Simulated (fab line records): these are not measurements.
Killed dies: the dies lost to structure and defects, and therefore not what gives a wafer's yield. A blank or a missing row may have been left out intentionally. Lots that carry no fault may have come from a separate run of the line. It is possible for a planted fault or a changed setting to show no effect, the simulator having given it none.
Split-lot study    flow n5 finfet    on a route of 1938 steps: 7 lots, 21 wafers read

SPLIT DETAILS
At N5_BEOL_M7_COAT_71 (time 60 s, resist thk 5 nm), the setting spin rpm was moved away from the recipe's 1500 rpm on 7 of the 21 wafers read, by -8.1% to +10.1%. This setting was run at the recipe's value on the other wafers.

THE PATH FROM SPLIT TO READING: the file shows 1 step between them
- N5_BEOL_M7_DESCUM_33: chemistry O2, time 7 s (also split here: time s)

THE READING
etch.depth nm (the simulator's own value, which no gauge read), in nm, at N5_BEOL_M7_ETCH_72 (etches underlayer in N2/H2, target depth 6.5 nm, time 5.2 s). There is no usual value for it anywhere in the file. Here, 14 wafers ran the recipe; their average is 4.995 nm with a standard deviation of 0.01 nm.

wafer   tool, chamber at the split  spin rpm as run, rpm  against the recipe  etch.depth nm, nm  against lot-mates on the recipe
L076.2  litho track-01, 0           1378                  -8.1%               5.217              +0.220
L076.4  litho track-01, 0           1378                  -8.1%               5.206              +0.209
L076.6  litho track-01, 0           1500                  recipe              4.997              -
L082.1  litho track-04, 0           1500                  recipe              4.977              -
L082.2  litho track-04, 0           1443                  -3.8%               5.085              +0.098
L082.4  litho track-04, 0           1500                  recipe              4.997              -
L085.2  litho track-04, 0           1500                  recipe              4.992              -
L085.3  litho track-04, 0           1500                  recipe              5.008              -
L085.5  litho track-04, 0           1622                  +8.1%               4.806              -0.194
L090.1  litho track-01, 0           1500                  recipe              4.984              -
L090.2  litho track-01, 0           1576                  +5.1%               4.877              -0.109
L090.6  litho track-01, 0           1500                  recipe              4.989              -
L091.1  litho track-04, 0           1393                  -7.1%               5.194              +0.185
L091.4  litho track-04, 0           1500                  recipe              5.003              -
L091.5  litho track-04, 0           1500                  recipe              5.015              -
L096.3  litho track-01, 0           1500                  recipe              4.996              -
L096.5  litho track-01, 0           1500                  recipe              4.988              -
L096.6  litho track-01, 0           1500                  recipe              5.005              -
L095.4  litho track-04, 0           1500                  recipe              4.983              -
L095.5  litho track-04, 0           1500                  recipe              5.001              -
L095.6  litho track-04, 0           1652                  +10.1%              4.753              -0.239

THE FIT
A straight line over all 21 wafers: etch.depth nm changes by -0.0251 nm for each +1% of spin rpm; r = -1.00; the points scatter about the line by 0.011 nm.
The same after taking each lot's own level away (the mean of its wafers on the recipe; 21 wafers): -0.0248 nm for each +1%; r = -1.00; scatter 0.0086 nm.
That fit puts the effect of the largest move of spin rpm on the reading at 0.25 nm.
The span of the lots' own levels, 4.9865 to 5.0090 nm, comes to 2.2 times the standard deviation stated above.
Consequently the slope shifts little with the lot-to-lot level, the two slopes agreeing.
Check: -0.252 nm against its lot-mates is what the line predicts for one of the wafers moved furthest among these (+10.1%) when that wafer is left out of the fit. Against them it came out at -0.239 nm.

OTHER SPLITS APPLIED TO THESE WAFERS
Other splits were also applied to these wafers ahead of the reading. Each is held against what the fit with the lots' levels taken away leaves over:
other split on the same wafers      wafers away from the commonest value  r with etch.depth nm (lot level and that fit taken away)
N5_BEOL_M5_EXPOSE_08 dose mj        6                                     +0.06
N5_BEOL_M5_TRENCH_ETCH_37 source w  10                                    -0.16
N5_BEOL_M5_ETCH_41 source w         6                                     +0.20
N5_BEOL_M6_ETCH_66 bias w           4                                     -0.03
N5_BEOL_M6_VIA_ETCH_34 time s       7                                     -0.24
N5_BEOL_M7_DESCUM_33 time s         8                                     -0.26

THE WHOLE CHAIN: every reading that the file lists as answering this split, in the file's order
step                what it does                                                 reading                                                                             change (the file's fit)                                                                  r (the file's)
N5_BEOL_M7_ETCH_72  etches underlayer in N2/H2, target depth 6.5 nm, time 5.2 s  etch.depth nm (the simulator's own value, which no gauge read)                      -0.0245 nm for each +1% of the setting                                                   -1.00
N5_BEOL_M7_ETCH_72  etches underlayer in N2/H2, target depth 6.5 nm, time 5.2 s  CAR-EUV_of_BEOL_M7_COAT_22.thk nm (the simulator's own value, which no gauge read)  +0.0311 nm for each +1% of the setting, in a fit together with time s@BEOL_M7_DESCUM_33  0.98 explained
N5_BEOL_M7_ETCH_65  etches SiARC in CF4, target depth 15.6 nm, time 26 s         CAR-EUV_of_BEOL_M7_COAT_22.thk nm (the simulator's own value, which no gauge read)  +0.0349 nm for each +1% of the setting, in a fit together with time s@BEOL_M7_DESCUM_33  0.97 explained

THE FILE'S OWN FIT
etch.depth nm changes by -0.0245 nm for each +1% of spin rpm, r = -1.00.
